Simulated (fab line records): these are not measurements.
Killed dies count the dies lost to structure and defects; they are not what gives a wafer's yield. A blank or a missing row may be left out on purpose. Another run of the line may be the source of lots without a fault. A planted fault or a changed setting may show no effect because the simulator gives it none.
What tool caused it? -- flow n5 finfet -- Sampling: 24 lots, 72 wafers, 6 of 1938 route steps

WHAT EACH GAUGE READ, for each wafer
N5_BEOL_M10_THK_MEAS_01. Usual: M10_ILD_THK typically reads 268 nm, with standard deviation 3.7.
lot,measured,on,M10_ILD_THK (nm),flag
L074,day 11 02:21,film metro-01,263 263 267,
L077,day 11 08:31,film metro-02,270 271 273,
L079,day 11 08:02,film metro-01,267 263 270,
L076,day 11 09:02,film metro-02,271 267 269,
L075,day 11 12:28,film metro-02,267 266 268,
L078,day 11 22:16,film metro-02,265 268 275,
L080,day 12 11:42,film metro-01,265 263 271,
L081,day 12 13:10,film metro-01,269 271 273,
L082,day 13 10:40,film metro-02,271 267 272,
L085,day 13 12:46,film metro-02,262 261 268,
L084,day 14 23:21,film metro-02,268 270 270,
L086,day 15 02:20,film metro-01,266 261 266,
L089,day 15 11:06,film metro-02,261 268 270,
L083,day 15 13:59,film metro-02,268 273 270,
L087,day 15 19:06,film metro-02,268 272 275,
L088,day 15 18:32,film metro-01,263 265 268,
L090,day 16 01:18,film metro-01,264 264 269,
L093,day 16 17:01,film metro-02,265 270 273,
L092,day 16 21:30,film metro-02,269 268 275,
L091,day 17 03:37,film metro-02,270 269 273,
L094,day 17 04:07,film metro-01,268 267 270,
L097,day 17 14:15,film metro-01,269 269 271,
L095,day 17 14:31,film metro-01,274 271 274,
L096,day 18 02:51,film metro-01,263 266 268,

N5_BEOL_M11_INSPECT_30: inspects for defects (brightfield). Usual: raw defect count at 417, with a standard deviation of 85.
lot,measured,on,raw defect count,flag
L074,day 11 14:45,defect inspect-01,435 403 365,
L077,day 11 21:18,defect inspect-02,473 485 545,
L079,day 11 18:04,defect inspect-02,706 482 421,
L076,day 11 21:28,defect inspect-02,472 497 475,
L075,day 12 03:38,defect inspect-01,367 392 386,
L078,day 12 11:10,defect inspect-01,338 543 494,
L080,day 12 20:40,defect inspect-02,456 357 457,
L081,day 13 00:59,defect inspect-01,463 318 338,
L082,day 14 00:16,defect inspect-01,392 353 369,
L085,day 14 03:37,defect inspect-01,391 541 535,
L084,day 15 10:43,defect inspect-02,557 593 424,
L086,day 15 13:38,defect inspect-01,343 364 393,
L089,day 15 19:56,defect inspect-02,375 451 309,
L083,day 16 00:45,defect inspect-01,283 340 436,
L087,day 16 07:34,defect inspect-02,300 285 341,
L088,day 16 05:10,defect inspect-01,370 335 401,
L090,day 16 12:16,defect inspect-02,540 450 437,
L093,day 17 07:31,defect inspect-01,319 505 347,
L092,day 17 10:41,defect inspect-02,469 479 451,
L091,day 17 17:18,defect inspect-01,292 236 384,
L094,day 17 17:39,defect inspect-01,487 319 474,
L097,day 18 00:31,defect inspect-01,372 328 398,
L095,day 18 03:44,defect inspect-02,374 551 432,
L096,day 18 18:41,defect inspect-02,387 385 332,

WHAT TOOL EACH LOT RAN ON (gives the tool, then ch and the chambers of the sampled wafers, and finally the start)
lot,N5_BEOL_M9_ETCH_62,N5_BEOL_M9_ANNEAL_51,N5_BEOL_M9_CMP_52,N5_BEOL_M10_ETCH_61
L074,"rie diel-03 ch 0,1,3, day 10 16:56","rtp anneal-02 ch 0, day 10 23:35","cmp-03 ch 1,2,3, day 10 23:57","rie diel-05 ch 1,2,3, day 11 04:07"
L077,"rie diel-03 ch 0,1,3, day 11 02:24","rtp anneal-01 ch 0, day 11 06:57","cmp-04 ch 1,2, day 11 07:13","rie diel-05 ch 0,1, day 11 10:52"
L079,"rie diel-06 ch 0,2, day 11 03:35","rtp anneal-01 ch 0, day 11 06:38","cmp-03 ch 0,1,3, day 11 06:59","rie diel-01 ch 0,2,3, day 11 08:53"
L076,"rie diel-02 ch 2,3, day 11 04:04","rtp anneal-02 ch 0, day 11 07:31","cmp-04 ch 0,1,3, day 11 07:59","rie diel-05 ch 0,2,3, day 11 11:22"
L075,"rie diel-02 ch 2,3, day 11 05:47","rtp anneal-02 ch 0, day 11 11:07","cmp-04 ch 2,3, day 11 11:23","rie diel-01 ch 0,2, day 11 15:15"
L078,"rie diel-06 ch 0,1,2, day 11 14:46","rtp anneal-01 ch 0, day 11 20:53","cmp-03 ch 0,3, day 11 21:14","rie diel-04 ch 0,2,3, day 11 23:26"
L080,"rie diel-03 ch 0,1,2, day 12 04:54","rtp anneal-01 ch 0, day 12 10:03","cmp-03 ch 0,2, day 12 10:37","rie diel-01 ch 0,1,2, day 12 12:35"
L081,"rie diel-02 ch 1,2, day 12 07:42","rtp anneal-02 ch 0, day 12 11:50","cmp-04 ch 1,2,3, day 12 12:12","rie diel-01 ch 1,2, day 12 14:46"
L082,"rie diel-02 ch 1,3, day 13 05:25","rtp anneal-01 ch 0, day 13 09:20","cmp-01 ch 0,1,3, day 13 09:37","rie diel-04 ch 0,1,3, day 13 12:13"
L085,"rie diel-02 ch 1,2,3, day 13 06:08","rtp anneal-01 ch 0, day 13 11:26","cmp-03 ch 0,2,3, day 13 11:41","rie diel-04 ch 0,1,3, day 13 15:22"
L084,"rie diel-02 ch 0,2,3, day 14 15:29","rtp anneal-01 ch 0, day 14 22:00","cmp-04 ch 0,2,3, day 14 22:18","rie diel-01 ch 0,2,3, day 15 00:21"
L086,"rie diel-06 ch 1,2,3, day 14 19:25","rtp anneal-02 ch 0, day 15 01:00","cmp-01 ch 0,2,3, day 15 01:15","rie diel-01 ch 1,2,3, day 15 05:41"
L089,"rie diel-06 ch 0,2,3, day 15 06:02","rtp anneal-02 ch 0, day 15 09:46","cmp-01 ch 0,3, day 15 10:01","rie diel-04 ch 0,2,3, day 15 12:06"
L083,"rie diel-02 ch 1,2, day 15 09:52","rtp anneal-02 ch 0, day 15 12:41","cmp-01 ch 1,3, day 15 12:56","rie diel-01 ch 0,1,2, day 15 15:15"
L087,"rie diel-02 ch 0,3, day 15 11:37","rtp anneal-01 ch 0, day 15 17:34","cmp-03 ch 0,1,3, day 15 17:53","rie diel-05 ch 0,1,3, day 15 20:59"
L088,"rie diel-02 ch 0,2,3, day 15 12:15","rtp anneal-02 ch 0, day 15 16:40","cmp-03 ch 1,2,3, day 15 17:01","rie diel-04 ch 1,2,3, day 15 19:15"
L090,"rie diel-03 ch 0,2,3, day 15 18:59","rtp anneal-02 ch 0, day 15 23:28","cmp-03 ch 2,3, day 15 23:44","rie diel-01 ch 0,2,3, day 16 02:28"
L093,"rie diel-03 ch 0,3, day 16 11:39","rtp anneal-01 ch 0, day 16 15:37","cmp-03 ch 0,2,3, day 16 15:50","rie diel-05 ch 0,3, day 16 19:05"
L092,"rie diel-02 ch 0,2,3, day 16 14:09","rtp anneal-02 ch 0, day 16 20:06","cmp-01 ch 1,3, day 16 20:27","rie diel-01 ch 2,3, day 17 00:47"
L091,"rie diel-02 ch 0,2,3, day 16 18:57","rtp anneal-01 ch 0, day 17 01:43","cmp-03 ch 2,3, day 17 02:01","rie diel-01 ch 0,2,3, day 17 04:23"
L094,"rie diel-02 ch 0,2,3, day 16 19:31","rtp anneal-01 ch 0, day 17 02:40","cmp-01 ch 0,1,2, day 17 03:02","rie diel-04 ch 0,1,2, day 17 06:43"
L097,"rie diel-03 ch 0,2,3, day 17 07:50","rtp anneal-02 ch 0, day 17 12:49","cmp-04 ch 0,3, day 17 13:10","rie diel-05 ch 0,2, day 17 15:43"
L095,"rie diel-02 ch 0,1,2, day 17 08:35","rtp anneal-02 ch 0, day 17 13:16","cmp-04 ch 1,2, day 17 13:26","rie diel-04 ch 0,3, day 17 16:08"
L096,"rie diel-06 ch 0,1, day 17 20:24","rtp anneal-02 ch 0, day 18 01:29","cmp-01 ch 0,2,3, day 18 01:49","rie diel-04 ch 1,3, day 18 05:13"
- N5_BEOL_M9_ETCH_62: etches SOC in N2/H2, target depth 110 nm, overetch 22 nm, time 165 s.
- N5_BEOL_M9_ANNEAL_51: time 90 s.
- N5_BEOL_M9_CMP_52: polishes, stops on SiCOH lowk, t overpolish 7 s, target thk 140 nm.
- N5_BEOL_M10_ETCH_61: etches SiARC in CF4, target depth 39 nm, time 65 s.

AS READ BY THE TOOLS THEMSELVES (means over the sampled wafers that have a number; for cases with no such wafer, the mark the record gives instead)
N5_BEOL_M9_ETCH_62. Usual: chamber pressure mTorr 30.001 mTorr, standard deviation 0.029; drypump motor current A 5.7 A, standard deviation 0.45; oes product au 0.67 a.u., standard deviation 0.065; rf vpp V 523.7 V, standard deviation 2.4; showerhead plenum p Torr 2.54 Torr, standard deviation 0.087; throttle valve pct 17.82 %, standard deviation 0.22.
lot,tool,chamber pressure mTorr (mTorr),drypump motor current A (A),oes product au (a.u.),rf vpp V (V),showerhead plenum p Torr (Torr),throttle valve pct (%),flag
L074,rie diel-03,30.015,5.4,0.68,525.3,2.60,17.74,
L077,rie diel-03,30.031,5.5,0.68,525.2,2.60,17.76,
L079,rie diel-06,29.982,6.1,0.67,520.9,2.44,17.62,
L076,rie diel-02,30.027,5.9,0.63,524.9,2.57,17.95,
L075,rie diel-02,29.998,5.9,0.63,525.1,2.57,17.95,
L078,rie diel-06,29.984,5.8,0.66,523.1,2.51,17.83,
L080,rie diel-03,29.996,5.4,0.69,525.7,2.60,17.79,
L081,rie diel-02,30.005,6.1,0.65,525.9,2.61,17.79,
L082,rie diel-02,30.018,6.0,0.67,523.7,2.49,18.00,
L085,rie diel-02,30.003,6.0,0.66,524.0,2.55,17.90,
L084,rie diel-02,29.979,5.8,0.65,523.0,2.51,17.92,
L086,rie diel-06,30.038,5.8,0.59,522.9,2.51,18.04,
L089,rie diel-06,29.979,5.7,0.64,521.7,2.46,17.80,
L083,rie diel-02,30.011,6.2,0.68,524.5,2.59,17.75,
L087,rie diel-02,30.022,5.7,0.66,522.1,2.46,18.04,
L088,rie diel-02,30.002,5.8,0.65,523.3,2.51,17.94,
L090,rie diel-03,29.998,5.2,0.71,525.7,2.62,17.68,
L093,rie diel-03,29.998,5.0,0.67,523.5,2.54,17.65,
L092,rie diel-02,29.965,5.8,0.64,523.1,2.51,17.93,
L091,rie diel-02,30.001,5.8,0.64,524.0,2.50,17.95,
L094,rie diel-02,30.015,5.8,0.64,522.7,2.50,17.95,
L097,rie diel-03,30.000,5.2,0.69,524.9,2.61,17.70,
L095,rie diel-02,30.001,6.0,0.67,523.7,2.55,17.79,
L096,rie diel-06,29.984,5.3,0.75,522.9,2.52,17.71,

N5_BEOL_M9_ANNEAL_51. Usual: wafer_temp_C_max at 226.0, with a standard deviation of 0.36.
lot,tool,wafer_temp_C_max,flag
L074,rtp anneal-02,226.6,
L077,rtp anneal-01,225.6,
L079,rtp anneal-01,225.9,
L076,rtp anneal-02,226.2,
L075,rtp anneal-02,226.2,
L078,rtp anneal-01,225.8,
L080,rtp anneal-01,225.9,
L081,rtp anneal-02,226.3,
L082,rtp anneal-01,225.8,
L085,rtp anneal-01,225.7,
L084,rtp anneal-01,226.0,
L086,rtp anneal-02,226.4,
L089,rtp anneal-02,226.1,
L083,rtp anneal-02,226.4,
L087,rtp anneal-01,225.5,
L088,rtp anneal-02,226.4,
L090,rtp anneal-02,226.5,
L093,rtp anneal-01,225.7,
L092,rtp anneal-02,226.4,
L091,rtp anneal-01,225.9,
L094,rtp anneal-01,225.9,
L097,rtp anneal-02,226.4,
L095,rtp anneal-02,226.3,
L096,rtp anneal-02,226.3,

N5_BEOL_M9_CMP_52. Usual: barrier field endpoint s 29.0 s, standard deviation 0.61; motor current A 5.8 A, standard deviation 0.77; overpolish run s 7.000 s, standard deviation 0.01; slurry filter dp kPa 13.51 kPa, standard deviation 0.14; time to endpoint s 66.5 s, standard deviation 2.7.
lot,tool,barrier field endpoint s (s),motor current A (A),overpolish run s (s),slurry filter dp kPa (kPa),time to endpoint s (s),flag
L074,cmp-03,29.2,6.0,7.000,13.45,67.1,
L077,cmp-04,28.9,5.5,7.003,13.51,67.5,
L079,cmp-03,29.4,5.5,6.999,13.63,70.4,
L076,cmp-04,28.3,6.0,6.995,13.49,64.3,
L075,cmp-04,29.0,6.2,7.000,13.44,67.4,
L078,cmp-03,29.4,5.6,7.012,13.42,64.8,
L080,cmp-03,28.5,5.6,6.999,13.49,66.9,
L081,cmp-04,28.7,5.9,6.995,13.53,65.1,
L082,cmp-01,29.7,5.3,6.990,13.51,69.3,
L085,cmp-03,29.5,6.0,7.004,13.36,67.3,
L084,cmp-04,28.3,6.4,6.996,13.42,64.2,
L086,cmp-01,28.4,4.9,7.006,13.62,66.5,
L089,cmp-01,28.5,4.9,6.998,13.49,64.4,
L083,cmp-01,29.2,5.3,7.005,13.44,68.1,
L087,cmp-03,28.6,5.4,7.006,13.48,64.4,
L088,cmp-03,28.5,6.3,6.999,13.50,64.1,
L090,cmp-03,29.7,6.6,6.994,13.48,63.7,
L093,cmp-03,29.7,5.9,7.002,13.51,68.1,
L092,cmp-01,29.1,5.2,7.004,13.46,68.6,
L091,cmp-03,28.7,6.9,7.000,13.41,65.0,
L094,cmp-01,29.3,5.6,6.997,13.52,68.2,
L097,cmp-04,29.5,6.6,7.003,13.59,69.9,
L095,cmp-04,29.4,5.5,6.993,13.53,65.5,
L096,cmp-01,29.7,5.2,7.003,13.53,67.3,

N5_BEOL_M10_ETCH_61. Usual: chamber pressure mTorr is 40.00 mTorr with standard deviation 0.04, drypump motor current A is 5.8 A with standard deviation 0.51, etch rf on time s is 65.2 s with standard deviation 0.8, oes product au is 0.67 a.u. with standard deviation 0.06, rf vpp V is 184.0 V with standard deviation 1.1, showerhead plenum p Torr is 2.14 Torr with standard deviation 0.05, and throttle valve pct is 15.66 % with standard deviation 0.24.
lot,tool,chamber pressure mTorr (mTorr),drypump motor current A (A),etch rf on time s (s),oes product au (a.u.),rf vpp V (V),showerhead plenum p Torr (Torr),throttle valve pct (%),flag
L074,rie diel-05,39.97,6.2,64.2,0.65,183.9,2.14,15.76,
L077,rie diel-05,40.00,6.0,65.9,0.67,185.3,2.21,15.64,
L079,rie diel-01,40.02,5.6,64.6,0.72,183.8,2.14,15.54,
L076,rie diel-05,40.04,5.9,65.5,0.65,184.3,2.17,15.83,
L075,rie diel-01,39.97,6.0,64.6,0.74,183.6,2.12,15.42,
L078,rie diel-04,39.97,5.7,65.6,0.70,184.8,2.16,15.62,
L080,rie diel-01,39.99,5.7,65.3,0.70,184.6,2.13,15.54,
L081,rie diel-01,40.07,5.2,65.0,0.73,183.9,2.17,15.44,
L082,rie diel-04,40.01,6.0,64.6,0.74,184.4,2.15,15.44,
L085,rie diel-04,40.01,6.0,65.5,0.73,184.8,2.15,15.44,
L084,rie diel-01,40.03,5.6,65.3,0.68,183.3,2.13,15.61,
L086,rie diel-01,40.01,5.2,65.1,0.66,184.4,2.14,15.72,
L089,rie diel-04,39.96,5.7,66.8,0.67,184.7,2.16,15.66,
L083,rie diel-01,40.03,5.7,65.1,0.68,183.2,2.12,15.60,
L087,rie diel-05,40.01,6.1,65.6,0.64,184.4,2.14,15.76,
L088,rie diel-04,39.96,5.7,65.0,0.67,184.0,2.13,15.67,
L090,rie diel-01,40.03,5.5,65.4,0.67,183.4,2.12,15.63,
L093,rie diel-05,40.01,5.8,66.0,0.64,183.8,2.17,15.84,
L092,rie diel-01,40.00,5.1,64.3,0.65,183.8,2.14,15.77,
L091,rie diel-01,39.98,5.6,65.2,0.67,183.7,2.12,15.64,
L094,rie diel-04,40.01,6.0,66.0,0.66,183.7,2.12,15.64,
L097,rie diel-05,40.01,5.8,65.5,0.70,185.9,2.21,15.73,
L095,rie diel-04,40.01,5.7,65.2,0.70,185.0,2.17,15.55,
L096,rie diel-04,40.02,5.7,64.0,0.70,184.8,2.14,15.57,

THE ANSWER, worked out from the rows above alone
Rule: take the mean of a lot's wafers that have a number; if it is more than 3 standard deviations from the usual mean, the lot is off. A lot without any number at a reading at which 4 lots or more have one is off too. Where the step has rows for the other lots, those lots are counted as sound. After the gauges, taken in route order, come the tools' own readings; for these a lot's mean is taken, as printed above. At the first step where some lot is off, the reading lying furthest off is the one used; lots without a number count as furthest.
Nothing can be told from this: no lot is off at any reading shown.

WHAT THE SIMULATOR HAD PUT IN
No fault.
